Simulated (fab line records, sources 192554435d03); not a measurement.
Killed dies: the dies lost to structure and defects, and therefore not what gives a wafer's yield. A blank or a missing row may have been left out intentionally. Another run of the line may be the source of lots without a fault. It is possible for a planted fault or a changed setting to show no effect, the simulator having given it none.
3 desks, one fault | flow n5 finfet | only its own numbers are on each desk; what lay behind them is given at the end

## DESK OF THE TOOL OWNER: rie diel-05
The tool's own readings at N5_BEOL_M10_TRENCH_ETCH_37 (etches SiCOH lowk in C4F6/O2, target depth 148.83 nm, time 48 s): means of the sampled wafers that have a number, for each lot that ran on this tool. Any lot whose mean is over 4 standard deviations away from the usual mean is out of limits and marked OUT; that distance is given in the brackets. Of its 8 readings 7 are shown: the one that was out of limits first, and those that lie furthest out on some lot.
Columns: A = bias w at N5_BEOL_M10_TRENCH_ETCH_37, usual 185.0 W; B = oes_f_703_au at N5_BEOL_M10_TRENCH_ETCH_37, usual 0.82 a.u.; C = oes_o_777_au at N5_BEOL_M10_TRENCH_ETCH_37, usual 0.83 a.u.; D = oes product au at N5_BEOL_M10_TRENCH_ETCH_37, usual 0.81 a.u.; E = rf vpp V at N5_BEOL_M10_TRENCH_ETCH_37, usual 665 V; F = showerhead plenum p Torr at N5_BEOL_M10_TRENCH_ETCH_37, usual 2.83 Torr; G = throttle valve pct at N5_BEOL_M10_TRENCH_ETCH_37, usual 20.97 %
lot  | first seen here | A               | B    | C    | D    | E              | F    | G
L595 | day 11 06:08    | 185.3           | 0.77 | 0.80 | 0.76 | 646            | 2.81 | 20.97
L609 | day 15 14:47    | 149.5 (-62) OUT | 0.72 | 0.73 | 0.69 | 539 (-7.0) OUT | 2.79 | 21.16
This desk finds L609 out of limits, L609 being first, at day 15 14:47 (bias w at N5_BEOL_M10_TRENCH_ETCH_37). Within limits: L595.

## THE DEFECT DESK
Counts from the inspections along the route, per lot, as means over the sampled wafers that have a number. Any lot whose mean is over 4 standard deviations away from the usual mean is out of limits and marked OUT; that distance is given in the brackets.
Columns: A = raw defect count at N5_BEOL_M10_INSPECT_30, usual 433; B = raw defect count at N5_BEOL_M10_INSPECT_58, usual 76
lot  | first seen here | A   | B
L595 | day 11 05:09    | 366 | 80
L596 | day 11 20:38    | 408 | 53
L598 | day 12 15:01    | 329 | 90
L609 | day 15 14:26    | 412 | 95
L611 | day 16 06:36    | 406 | 84
This desk's verdict: no lot among the 5 shows anything out of limits.

## METROLOGY DESK
What the gauges read, lot by lot, whatever tool the lot ran on: means of the sampled wafers that have a number. Any lot whose mean is over 4 standard deviations away from the usual mean is out of limits and marked OUT; that distance is given in the brackets.
Columns: A = cd nm at N5_BEOL_M10_CD_MEAS_28, usual 69.9 nm; B = V9_OVL at N5_BEOL_M10_OVL_MEAS_29, usual -0.5 nm; C = trench depth nm at N5_BEOL_M10_OCD_MEAS_38, usual 149 nm; D = cd nm at N5_BEOL_M10_CD_MEAS_35, usual 69.9 nm; E = M10_THK at N5_BEOL_M10_THK_MEAS_53, usual 144 nm; F = M10_RS at N5_BEOL_M10_RS_MEAS_57, usual 0.149 ohm/sq
lot  | first seen here | A    | B    | C   | D    | E   | F
L595 | day 11 05:06    | 68.7 | -0.1 | 145 | 70.0 | 142 | 0.153
L596 | day 11 20:35    | 68.6 | -0.4 | 154 | 68.8 | 149 | 0.144
L598 | day 12 14:58    | 70.1 | -0.2 | 150 | 69.1 | 142 | 0.150
L609 | day 15 14:23    | 70.2 | -0.3 | 137 | 70.3 | 130 | 0.171 (+4.2) OUT
L611 | day 16 06:33    | 70.1 | -0.3 | 154 | 70.8 | 149 | 0.144
This desk reports L609 out of limits; the earliest was L609 at day 15 17:52 (M10_RS at N5_BEOL_M10_RS_MEAS_57). Within limits: L595, L596, L598, L611.

## BROUGHT TOGETHER
On L609, at day 15 14:47, an alarm was possible from the tool owner's desk.
At day 15 17:52 the metrology desk could have sounded an alarm, on L609.
Nothing the defect desk looked at was out of limits.
The defect desk has L609 on record, within its limits.
The lots listed all ran N5_BEOL_M10_TRENCH_ETCH_37 on rie diel-05.

## WHAT THE SIMULATOR HAD PUT IN
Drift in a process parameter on rie diel-05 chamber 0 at N5_BEOL_M10_TRENCH_ETCH_37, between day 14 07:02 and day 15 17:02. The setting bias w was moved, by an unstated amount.
Struck lots among those shown: L609.
Hours from the fault's start to each desk's first reading out of limits: the tool owner's desk, 32; the metrology desk, 35.
